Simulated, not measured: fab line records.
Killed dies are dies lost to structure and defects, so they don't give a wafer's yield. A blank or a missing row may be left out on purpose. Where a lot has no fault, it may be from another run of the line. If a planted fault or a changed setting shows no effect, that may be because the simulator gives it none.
8D (eight disciplines) problem report, filled in by code    flow nand harc    the parts of the form that need people (team, actions taken, sign-off) are left out

1. THE PROBLEM
Mean of killed at array at NHARC_END_SORT_01: 94 across 6 wafers in 2 lots; on wafers with no fault it is 29 (standard deviation 11). That puts it +6.0 standard deviations away from the usual mean.
First observed at day 22 17:23: wafer L743.2, on prober-02. Wafers with a number at this step in the record: 12, from 7 lots. The rule behind "out" and "out of limits": a value lying over 4 standard deviations away from the usual mean. Any other wafer with a number is counted as sound.

2. WHAT THIS IS AND IS NOT
question                     is                            is not
which readings at this step  killed at array, killed dies  killed at other, killed open
which lots                   L743, L744                    L745, L746, L749, L751, L753
which wafers of those lots   all that have a number        -
read on which gauges         prober-01, prober-02          -
when                         from day 22 17:23             up to then (0 sound wafers); but 6 sound wafers of L745, L746, L749, L751, L753 came after

3. THE SUSPECTS, EACH WITH WHAT RULES IT OUT
Counting: a tool at a process step up to the reading stays a suspect if it ran every lot that is out and no sound lot after the first of them.
- the gauge at NHARC_END_SORT_01 is ruled out. The wafers that are out were read on 2 gauges (prober-01, prober-02).
- rie diel-10 at NHARC_A_STAIRCASE_TRIM_233 (chemistry O2, time 211.2 s): kept. It ran every lot that is out, first L743 (day 14 07:56), and no sound lot after that.
- plasma asher-02 at NHARC_THIN_TSV_STRIP_45 (strips in O2): ruled out as a lasting fault. The sound lots L751, L753 went through it after L744, its earliest lot that is out (day 22 03:06).
- rie diel-13 at NHARC_THIN_TSV_DESCUM_35 (chemistry O2, time 3 s): ruled out as a lasting fault. The sound lots L749 went through it after L744, its earliest lot that is out (day 22 08:04).
Remaining after the count: rie diel-10 at NHARC_A_STAIRCASE_TRIM_233.

4. THE CAUSE (what the simulator had put in)
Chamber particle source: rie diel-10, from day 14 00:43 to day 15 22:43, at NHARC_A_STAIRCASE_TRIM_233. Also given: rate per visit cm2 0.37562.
The count eliminated every tool but this one.

5. SEQUENCE OF EFFECTS, ordered by route
Each row: a reading where the mean over the struck wafers with a number is more than 3 standard deviations away from the usual. Scope: only readings with a usual standard deviation given in the record; hours: median across lots of the time from each lot's start at the first step in this table that gives one to its start at this step; sigmas: change in usual standard deviations.
hours  step               reading          usual  on struck wafers  change  sigmas
0      NHARC_END_SORT_01  killed at array  29     94                +66     +6.0
0      NHARC_END_SORT_01  killed dies      33     99                +66     +5.5

6. WHAT WOULD HAVE CAUGHT IT SOONER
In this record the first reading out of limits at a measuring or inspecting step was taken at day 22 17:23, 209 hours after the fault began at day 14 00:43.
No tool reading at NHARC_A_STAIRCASE_TRIM_233 that has a usual standard deviation in the record was out on any struck wafer, so an alarm limit of 4 standard deviations on those readings would not have fired.
The start of NHARC_A_STAIRCASE_TRIM_233 on rie diel-10 came by day 22 17:23 for every one of the lots that are out (2). A hold on the tool at that time would have spared none of them.
